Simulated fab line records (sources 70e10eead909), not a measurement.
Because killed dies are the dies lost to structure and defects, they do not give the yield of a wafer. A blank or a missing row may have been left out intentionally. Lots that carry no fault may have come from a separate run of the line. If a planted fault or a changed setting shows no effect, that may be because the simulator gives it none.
Which of the tools did it? + flow nand harc + Sampling: 7 lots, 21 wafers, 4 of 1302 route steps

WHAT THE GAUGES SHOWED, per wafer
NHARC_P_M2_THK_MEAS_24: measures by xrf.
| lot  | measured     | on            | thk nm (nm)       |
|------|--------------|---------------|-------------------|
| L397 | day 7 06:01  | film metro-02 | 143.7 143.7 145.0 |
| L400 | day 8 13:12  | film metro-02 | 143.2 147.3 144.8 |
| L403 | day 9 21:13  | film metro-01 | 32.0 29.7 30.1    |
| L405 | day 10 20:40 | film metro-02 | 29.2 29.9 29.9    |
| L412 | day 13 19:12 | film metro-01 | 144.1 144.0 144.8 |
| L414 | day 14 13:22 | film metro-01 | 147.1 144.5 144.5 |
| L415 | day 15 05:59 | film metro-02 | 149.0 146.3 149.3 |

EACH LOT AND THE TOOL THAT RAN IT (in order: tool; ch and the chambers of the sampled wafers; start)
| lot  | NHARC_P_M2_ETCH_15                            | NHARC_P_M2_ECD_22              | NHARC_P_M2_CMP_23             |
|------|-----------------------------------------------|--------------------------------|-------------------------------|
| L397 | rie diel-12 ch 0,1,2, day 7 05:03 or earlier  | ecd cu-01 ch 0,1, day 7 05:03  | cmp-01 ch 2,3, day 7 05:43    |
| L400 | rie diel-12 ch 0,3, day 8 12:08 or earlier    | ecd cu-02 ch 1, day 8 12:08    | cmp-02 ch 0,1, day 8 12:53    |
| L403 | rie diel-12 ch 0,1,2, day 9 20:08 or earlier  | ecd cu-02 ch 0,1, day 9 20:08  | cmp-01 ch 0,2, day 9 20:56    |
| L405 | rie diel-09 ch 0,3, day 10 19:44 or earlier   | ecd cu-02 ch 0,1, day 10 19:44 | cmp-01 ch 0,1,2, day 10 20:25 |
| L412 | rie diel-09 ch 1,3, day 13 18:13 or earlier   | ecd cu-02 ch 1, day 13 18:13   | cmp-02 ch 1,2, day 13 18:53   |
| L414 | rie diel-12 ch 0,1, day 14 12:22 or earlier   | ecd cu-01 ch 0, day 14 12:22   | cmp-01 ch 0,1,3, day 14 13:07 |
| L415 | rie diel-10 ch 0,2,3, day 15 04:57 or earlier | ecd cu-02 ch 0,1, day 15 04:57 | cmp-01 ch 0,1,3, day 15 05:42 |
- NHARC_P_M2_ETCH_15: etches the open film in C4F8/Ar, target depth 182.5 nm, time 91.2 s.
- NHARC_P_M2_ECD_22: material Cu, target thk 400 nm.
- NHARC_P_M2_CMP_23: polishes, t overpolish 20 s, target thk 144.3 nm.

THE ANSWER, worked out from the rows above alone
Rule: the usual values come from the lots themselves. Put in order of their means at a reading, lots are off if they are a third of the lots or fewer, leave a main group of 4 or more, and stand apart from it by a gap of 3 or more times the standard deviation of the main group's means; of several such gaps the widest counts. A main group is skipped when, at the precision printed for the reading in the tables above, its means are all equal. Also off: a lot with no number at a reading for which 4 or more lots have one. Any other lot the step has rows for is counted as sound.
Off: L403, L405, at NHARC_P_M2_THK_MEAS_24 (thk nm). The main group has a mean of 145.4 nm with a standard deviation of 1.5.
If a tool, at a process step before that reading, ran all the lots that are off and no sound lot after the first of them, it fits. Gauges at NHARC_P_M2_THK_MEAS_24: tried the same way as those tools. With no start given for some of its lots, NHARC_P_M2_ETCH_15 uses the hours and lot order of NHARC_P_M2_ECD_22. None of those tried fits.

WHAT THE SIMULATOR HAD PUT IN
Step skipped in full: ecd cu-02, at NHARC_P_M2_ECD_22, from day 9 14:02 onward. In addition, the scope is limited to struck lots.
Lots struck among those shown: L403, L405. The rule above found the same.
